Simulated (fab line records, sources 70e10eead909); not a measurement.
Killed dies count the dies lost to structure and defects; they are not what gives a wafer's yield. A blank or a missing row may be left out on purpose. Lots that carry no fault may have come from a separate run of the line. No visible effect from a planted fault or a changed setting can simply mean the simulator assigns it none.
Which of the tools did it? | flow nand_harc | Sampling: 13 lots, 39 wafers, 5 of 1159 route steps

WHAT EACH GAUGE READ, for each wafer
NHARC_END_WLT_00. Usual: VT_DECK1_BOTTOM 0.871, standard deviation 0.0072; VT_DECK1_BOTTOM_INNER 0.871, standard deviation 0.0063; VT_DECK1_MEDIAN_NEAR_BOTTOM 0.872, standard deviation 0.0065; VT_DECK1_MEDIAN_NEAR_BOTTOM_INNER 0.872, standard deviation 0.0067; VT_DECK1_MIDDLE 0.884, standard deviation 0.0059; VT_DECK1_MIDDLE_INNER 0.884, standard deviation 0.0066; VT_DECK1_TOP 0.896, standard deviation 0.0062; VT_DECK1_TOP_INNER 0.895, standard deviation 0.0066.
lot  | measured     | on        | VT_DECK1_BOTTOM   | VT_DECK1_BOTTOM_INNER | VT_DECK1_MEDIAN_NEAR_BOTTOM | VT_DECK1_MEDIAN_NEAR_BOTTOM_INNER | VT_DECK1_MIDDLE   | VT_DECK1_MIDDLE_INNER | VT_DECK1_TOP      | VT_DECK1_TOP_INNER | flag
L305 | day 20 03:10 | prober-02 | 0.867 0.867 0.864 | 0.857 0.867 0.872     | 0.873 0.866 0.870           | 0.857 0.873 0.868                 | 0.879 0.885 0.885 | 0.886 0.882 0.881     | 0.894 0.895 0.890 | 0.895 0.892 0.890  |
L308 | day 20 18:43 | prober-02 | 0.874 0.872 0.864 | 0.878 0.883 0.868     | 0.874 0.879 0.880           | 0.871 0.877 0.872                 | 0.883 0.885 0.884 | 0.881 0.885 0.885     | 0.892 0.897 0.892 | 0.898 0.894 0.893  |
L307 | day 21 03:05 | prober-02 | 0.881 0.881 0.872 | 0.881 0.877 0.872     | 0.880 0.872 0.883           | 0.888 0.878 0.873                 | 0.895 0.891 0.887 | 0.894 0.889 0.888     | 0.908 0.902 0.897 | 0.903 0.907 0.908  |
L310 | day 21 02:15 | prober-01 | 0.856 0.868 0.861 | 0.868 0.861 0.864     | 0.858 0.861 0.873           | 0.865 0.866 0.856                 | 0.870 0.878 0.887 | 0.879 0.885 0.875     | 0.890 0.894 0.899 | 0.884 0.895 0.878  |
L313 | day 21 18:42 | prober-02 | 0.874 0.875 0.869 | 0.873 0.873 0.866     | 0.872 0.868 0.873           | 0.868 0.876 0.871                 | 0.885 0.888 0.890 | 0.884 0.887 0.890     | 0.903 0.907 0.906 | 0.903 0.894 0.903  |
L311 | day 21 10:02 | prober-01 | 0.882 0.867 0.872 | 0.872 0.873 0.879     | 0.883 0.867 0.877           | 0.874 0.876 0.883                 | 0.893 0.892 0.889 | 0.889 0.895 0.880     | 0.905 0.904 0.900 | 0.898 0.899 0.907  |
L312 | day 21 18:50 | prober-01 | 0.870 0.865 0.877 | 0.867 0.867 0.866     | 0.877 0.860 0.868           | 0.874 0.872 0.869                 | 0.882 0.888 0.892 | 0.890 0.890 0.883     | 0.896 0.893 0.885 | 0.899 0.895 0.887  |
L315 | day 22 01:41 | prober-01 | 0.880 0.870 0.876 | 0.877 0.868 0.882     | 0.877 0.880 0.884           | 0.876 0.874 0.884                 | 0.895 0.887 0.896 | 0.891 0.878 0.889     | 0.900 0.901 0.891 | 0.899 0.906 0.900  |
L317 | day 22 09:19 | prober-02 | 0.857 0.869 0.864 | 0.861 0.861 0.863     | 0.860 0.867 0.863           | 0.857 0.869 0.867                 | 0.882 0.880 0.885 | 0.878 0.873 0.879     | 0.894 0.891 0.889 | 0.890 0.893 0.898  |
L316 | day 22 09:59 | prober-01 | 0.883 0.867 0.881 | 0.873 0.867 0.870     | 0.875 0.870 0.870           | 0.877 0.876 0.878                 | 0.887 0.882 0.889 | 0.890 0.889 0.880     | 0.900 0.901 0.898 | 0.901 0.899 0.906  |
L321 | day 23 01:01 | prober-02 | 0.875 0.873 0.874 | 0.866 0.870 0.875     | 0.881 0.875 0.877           | 0.875 0.867 0.875                 | 0.886 0.885 0.882 | 0.893 0.887 0.889     | 0.901 0.895 0.902 | 0.895 0.901 0.892  |
L319 | day 23 09:02 | prober-01 | 0.867 0.872 0.874 | 0.869 0.870 0.864     | 0.873 0.869 0.873           | 0.867 0.876 0.867                 | 0.881 0.885 0.881 | 0.878 0.881 0.880     | 0.890 0.892 0.890 | 0.889 0.885 0.893  |
L322 | day 23 09:02 | prober-02 | 0.873 0.878 0.874 | 0.875 0.873 0.882     | 0.876 0.872 0.879           | 0.866 0.868 0.879                 | 0.883 0.890 0.886 | 0.892 0.875 0.889     | 0.898 0.895 0.901 | 0.895 0.901 0.899  |

NHARC_END_SORT_01. Usual: killed_at_array 28, standard deviation 11; killed_at_other 0.8, standard deviation 1.3; killed_at_periphery 3.6, standard deviation 2.5; killed_dies 32, standard deviation 11; killed_open 3.0, standard deviation 1.8; killed_short 2.0, standard deviation 1.5.
lot  | measured     | on        | killed_at_array | killed_at_other | killed_at_periphery | killed_dies | killed_open | killed_short | flag
L308 | day 20 22:04 | prober-02 | 23 49 31        | 0 0 0           | 3 5 1               | 26 54 32    | 2 6 3       | 2 2 2        |
L310 | day 21 05:14 | prober-01 | 29 34 28        | 2 1 0           | 3 4 2               | 34 39 30    | 1 4 5       | 4 2 0        |
L311 | day 21 13:03 | prober-01 | 11 7 14         | 0 0 0           | 4 4 1               | 15 11 15    | 1 1 2       | 1 1 1        |
L316 | day 22 13:20 | prober-01 | 20 21 32        | 1 0 2           | 3 7 7               | 24 28 41    | 2 2 2       | 4 4 2        |
L321 | day 23 03:58 | prober-02 | 112 59 72       | 3 1 1           | 3 5 4               | 118 65 77   | 1 3 8       | 1 0 2        | OFF
L322 | day 23 12:02 | prober-02 | 104 88 37       | 4 1 4           | 7 11 8              | 115 100 49  | 8 1 2       | 1 0 2        | OFF

EACH LOT AND THE TOOL THAT RAN IT (in order: tool; ch and the chambers of the sampled wafers; start)
lot  | NHARC_A_BLC_PRE_CLEAN_31     | NHARC_THIN_TSV_DEGAS_53      | NHARC_THIN_TSV_STRIP_56
L305 | pvd_sputter-01, day 17 11:04 | pvd_sputter-02, day 19 20:44 | plasma_asher-02 ch 0,1, day 19 22:49
L308 | pvd_sputter-03, day 17 18:21 | pvd_sputter-02, day 20 00:48 | plasma_asher-02 ch 0,1, day 20 02:37
L307 | pvd_sputter-03, day 17 20:10 | pvd_sputter-01, day 20 04:06 | plasma_asher-01 ch 0,1, day 20 06:08
L310 | pvd_sputter-01, day 18 19:20 | pvd_sputter-01, day 20 09:44 | plasma_asher-01 ch 0,1, day 20 11:26
L313 | pvd_sputter-03, day 19 07:07 | pvd_sputter-02, day 20 18:06 | plasma_asher-02 ch 0,1, day 20 19:54
L311 | pvd_sputter-01, day 19 11:44 | pvd_sputter-01, day 20 17:20 | plasma_asher-01 ch 0,1, day 20 19:20
L312 | pvd_sputter-02, day 19 12:59 | pvd_sputter-03, day 21 01:53 | plasma_asher-02 ch 0,1, day 21 03:46
L315 | pvd_sputter-01, day 20 00:38 | pvd_sputter-01, day 21 12:26 | plasma_asher-02 ch 0,1, day 21 14:17
L317 | pvd_sputter-02, day 20 06:11 | pvd_sputter-03, day 21 19:53 | plasma_asher-02 ch 0,1, day 21 21:44
L316 | pvd_sputter-02, day 20 07:59 | pvd_sputter-01, day 21 20:44 | plasma_asher-01 ch 1, day 21 22:47
L321 | pvd_sputter-02, day 21 03:30 | pvd_sputter-03, day 22 18:10 | plasma_asher-02 ch 0,1, day 22 19:57
L319 | pvd_sputter-03, day 21 14:26 | pvd_sputter-02, day 23 01:58 | plasma_asher-02 ch 0,1, day 23 03:48
L322 | pvd_sputter-02, day 21 16:34 | pvd_sputter-03, day 23 04:40 | plasma_asher-02 ch 0,1, day 23 06:28
- NHARC_A_BLC_PRE_CLEAN_31: time 15 s.
- NHARC_THIN_TSV_DEGAS_53: time 60 s.
- NHARC_THIN_TSV_STRIP_56: strips in O2.

WHAT THE TOOLS THEMSELVES READ (means of the sampled wafers that have a number; where no wafer has one, the mark that the record gives instead)
NHARC_A_BLC_PRE_CLEAN_31. Usual: bias_v 249.7 V, standard deviation 2.6.
lot  | tool           | bias_v (V) | flag
L305 | pvd_sputter-01 | 250.3      |
L308 | pvd_sputter-03 | 250.5      |
L307 | pvd_sputter-03 | 251.3      |
L310 | pvd_sputter-01 | 249.1      |
L313 | pvd_sputter-03 | 248.3      |
L311 | pvd_sputter-01 | 249.8      |
L312 | pvd_sputter-02 | 250.6      |
L315 | pvd_sputter-01 | 249.4      |
L317 | pvd_sputter-02 | 249.1      |
L316 | pvd_sputter-02 | 249.6      |
L321 | pvd_sputter-02 | 249.4      |
L319 | pvd_sputter-03 | 249.0      |
L322 | pvd_sputter-02 | 251.8      |

NHARC_THIN_TSV_DEGAS_53. Usual: heater_power_w 479 W, standard deviation 41.
lot  | tool           | heater_power_w (W) | flag
L305 | pvd_sputter-02 | 500                |
L308 | pvd_sputter-02 | 505                |
L307 | pvd_sputter-01 | 469                |
L310 | pvd_sputter-01 | 435                |
L313 | pvd_sputter-02 | 510                |
L311 | pvd_sputter-01 | 468                |
L312 | pvd_sputter-03 | 460                |
L315 | pvd_sputter-01 | 451                |
L317 | pvd_sputter-03 | 495                |
L316 | pvd_sputter-01 | 463                |
L321 | pvd_sputter-03 | 491                |
L319 | pvd_sputter-02 | 493                |
L322 | pvd_sputter-03 | 494                |

NHARC_THIN_TSV_STRIP_56. Usual: drypump_motor_current_A 6.0 A, standard deviation 0.4; heater_power_w 320 W, standard deviation 12.
lot  | tool            | drypump_motor_current_A (A) | heater_power_w (W) | flag
L305 | plasma_asher-02 | 5.9                         | 309                |
L308 | plasma_asher-02 | 6.2                         | 323                |
L307 | plasma_asher-01 | 6.0                         | 335                |
L310 | plasma_asher-01 | 6.0                         | 328                |
L313 | plasma_asher-02 | 5.9                         | 308                |
L311 | plasma_asher-01 | 5.7                         | 332                |
L312 | plasma_asher-02 | 6.2                         | 316                |
L315 | plasma_asher-02 | 6.2                         | 319                |
L317 | plasma_asher-02 | 5.9                         | 314                |
L316 | plasma_asher-01 | 6.3                         | 331                |
L321 | plasma_asher-02 | 6.2                         | 318                |
L319 | plasma_asher-02 | 6.2                         | 321                |
L322 | plasma_asher-02 | 6.2                         | 321                |

THE ANSWER, worked out from the rows above alone
Rule: take the mean of a lot's wafers that have a number; if it is more than 3 standard deviations from the usual mean, the lot is off. A lot without any number at a reading at which 4 lots or more have one is off too. Where the step has rows for the other lots, those lots are counted as sound. The gauges are gone through in route order, then the tools' own readings, and for those a lot's mean is taken as printed above. The first step at which some lot is off is used, and at that step the reading that is off furthest; a lot without a number counts as furthest.
Off at NHARC_END_SORT_01 (killed_dies): L321, L322. Neither off nor sound, because the step has no rows for them: L305, L307, L313, L312, L315, L317, L319.
A tool fits if, at a process step before that reading, it ran every lot that is off, and no sound lot after the first of them. Gauges at NHARC_END_SORT_01: tried the same way as those tools. Can't be told from this: 4 tools fit, pvd_sputter-02 at NHARC_A_BLC_PRE_CLEAN_31, pvd_sputter-03 at NHARC_THIN_TSV_DEGAS_53, plasma_asher-02 at NHARC_THIN_TSV_STRIP_56, prober-02 at NHARC_END_SORT_01.

WHAT HAD BEEN PUT IN BY THE SIMULATOR
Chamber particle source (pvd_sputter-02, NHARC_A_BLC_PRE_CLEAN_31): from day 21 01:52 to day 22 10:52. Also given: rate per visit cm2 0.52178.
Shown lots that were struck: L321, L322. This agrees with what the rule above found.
